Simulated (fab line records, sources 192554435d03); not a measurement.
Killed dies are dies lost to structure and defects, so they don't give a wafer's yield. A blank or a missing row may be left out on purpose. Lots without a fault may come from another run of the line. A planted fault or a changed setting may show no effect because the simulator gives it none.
Chamber matching | flow n5_finfet | N5_BEOL_M6_DEP_56 on pecvd-01: 3 sister chambers
The step deposits SiCN from 3MS/NH3, target thk 10 nm, time 17.5 s. 6 wafers are shown with their chamber, then 7 later ones without.

WAFERS WITH THEIR CHAMBER
wafer  | chamber | throttle_valve_pct (%) | showerhead_plenum_p_Torr (Torr)
L434.3 | 2       | 8.5                    | 3.671
L434.5 | 2       | 8.4                    | 3.675
L441.5 | 0       | 8.3                    | 3.653
L441.6 | 1       | 10.5                   | 3.646
L442.1 | 1       | 10.4                   | 3.662
L442.2 | 0       | 8.2                    | 3.650

WAFERS WITHOUT THEIR CHAMBER
wafer  | throttle_valve_pct (%) | showerhead_plenum_p_Torr (Torr)
L442.3 | 10.5                   | 3.659
L452.1 | 8.2                    | 3.662
L452.3 | 7.9                    | 3.676
L452.4 | 7.8                    | 3.674
L453.2 | 8.4                    | 3.650
L453.4 | 8.5                    | 3.661
L453.5 | 10.4                   | 3.642

WHICH CHAMBER EACH WENT THROUGH
wafer  | from the rows above     | in truth
L442.3 | 1                       | 1
L452.1 | 0                       | 0
L452.3 | can't be placed: 0 or 2 | 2
L452.4 | 0                       | 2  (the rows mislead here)
L453.2 | can't be placed: 0 or 2 | 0
L453.4 | can't be placed: 2 or 0 | 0
L453.5 | 1                       | 1
Placed correctly: 3 of 7. Can't be placed from these rows: 3 (the true chamber is among the candidates in 3). Placed wrongly: 1.
How it was worked out, from the rows above alone: a wafer's distance from a chamber is the root of the sum, over the readings, of the square of ((its reading less the chamber's mean) divided by the reading's scatter). The wafer belongs to the nearest chamber; if the next one is less than 2 further off, it can't be placed. A chamber's mean is the mean of its shown wafers. The scatter: the root of (the sum of the squares of (reading less its chamber's mean) over the shown wafers, divided by (wafers less chambers)).
